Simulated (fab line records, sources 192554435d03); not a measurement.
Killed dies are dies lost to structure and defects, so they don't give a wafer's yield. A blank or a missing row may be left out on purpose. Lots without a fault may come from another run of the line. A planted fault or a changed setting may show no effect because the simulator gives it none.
Split-lot experiment | flow n5_finfet | 7 lots, 21 wafers read, on a route of 1938 steps

THE SPLIT
At N5_BEOL_M0_CUTY_EXPOSE_54 (exposes mask M0 ABLK), the setting dose_mj was moved away from the recipe's 36 on 9 of the 21 wafers read, by -5.0% to +6.8%. The other wafers ran this setting at the recipe's value.

FROM THE SPLIT TO THE READING: what the file shows between them, 2 steps
- N5_BEOL_M0_CUTY_PEB_55: peb time 60 s
- N5_BEOL_M0_CUTY_DEVELOP_56: develop time 30 s

THE READING
cd_nm, in nm, at N5_BEOL_M0_CUTY_CD_MEAS_57 (target cd 200 nm). Fault-free wafers of this fab line usually give 199.7 nm, standard deviation 0.93 nm.

wafer  | tool, chamber at the split | dose_mj as run | against the recipe | cd_nm, nm | against lot-mates on the recipe
L081.1 | arfi_scanner-01, 0         | 36             | recipe             | 201.1     | -
L081.3 | arfi_scanner-01, 0         | 34.46          | -4.3%              | 203.0     | +1.9
L081.6 | arfi_scanner-01, 0         | 34.46          | -4.3%              | 203.7     | +2.6
L084.4 | arfi_scanner-03, 0         | 36             | recipe             | 201.7     | -
L084.5 | arfi_scanner-03, 0         | 36             | recipe             | 200.4     | -
L084.6 | arfi_scanner-03, 0         | 36.93          | +2.6%              | 199.0     | -2.1
L087.1 | arfi_scanner-01, 0         | 34.38          | -4.5%              | 202.6     | +3.2
L087.4 | arfi_scanner-01, 0         | 34.38          | -4.5%              | 202.4     | +3.0
L087.5 | arfi_scanner-01, 0         | 36             | recipe             | 199.4     | -
L088.2 | arfi_scanner-03, 0         | 36             | recipe             | 197.6     | -
L088.5 | arfi_scanner-03, 0         | 36             | recipe             | 199.6     | -
L088.6 | arfi_scanner-03, 0         | 36             | recipe             | 200.0     | -
L089.3 | arfi_scanner-02, 0         | 36             | recipe             | 199.5     | -
L089.5 | arfi_scanner-02, 0         | 36             | recipe             | 197.9     | -
L089.6 | arfi_scanner-02, 0         | 36             | recipe             | 199.8     | -
L095.1 | arfi_scanner-03, 0         | 34.19          | -5.0%              | 202.9     | +4.5
L095.3 | arfi_scanner-03, 0         | 36             | recipe             | 198.4     | -
L095.6 | arfi_scanner-03, 0         | 34.19          | -5.0%              | 203.1     | +4.7
L097.1 | arfi_scanner-03, 0         | 36             | recipe             | 200.4     | -
L097.5 | arfi_scanner-03, 0         | 38.46          | +6.8%              | 194.3     | -6.1
L097.6 | arfi_scanner-03, 0         | 38.46          | +6.8%              | 193.7     | -6.7

THE FIT
A straight line over all 21 wafers: cd_nm changes by -0.748 nm for each +1% of dose_mj; r = -0.93; the points scatter about the line by 1 nm.
The same after taking each lot's own level away (the mean of its wafers on the recipe; 21 wafers): -0.828 nm for each +1%; r = -0.96; scatter 0.78 nm.
On that fit, the largest move of dose_mj shifts the reading by 5.7 nm.
The lots' own levels span 198.40 to 201.10 nm, that is 2.9 times the standard deviation above.
So the lot-to-lot level changes the slope little: the two slopes agree.
Check: with one of the wafers moved furthest among these (+6.8%) left out of the fit, the line predicts -5.77 nm for it against its lot-mates. It came out at -6.1 nm against them.

OTHER SPLITS ON THESE WAFERS
These wafers also went through other splits before the reading. Each is held against what the fit with the lots' levels taken away leaves over:
other split on the same wafers    | wafers away from the commonest value | r with cd_nm (lot level and that fit taken away)
N5_BEOL_M0_SAQP_EXPOSE_37 dose_mj | 6                                    | +0.26

THE WHOLE CHAIN: every reading that the file lists as answering this split, in the file's order
step                       | what it does                                                            | reading                                                                    | change (the file's fit)               | r (the file's)
N5_BEOL_M0_CUTY_CD_MEAS_57 | target cd 200 nm                                                        | cd_nm                                                                      | -0.813 nm for each +1% of the setting | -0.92
N5_BEOL_M0_CUTY_ETCH_62    | etches SiARC in CF4, time 58.5 s                                        | BEOL_M0_CUTY.cd_offset_nm (the simulator's own value, which no gauge read) | -0.776 nm for each +1% of the setting | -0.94
N5_BEOL_M0_CUTY_ETCH_63    | etches SOC in N2/H2, target depth 82.7 nm, overetch 16.5 nm, time 124 s | BEOL_M0_CUTY.cd_offset_nm (the simulator's own value, which no gauge read) | -0.768 nm for each +1% of the setting | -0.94

THE FILE'S OWN FIT
cd_nm changes by -0.813 nm for each +1% of dose_mj, r = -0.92.
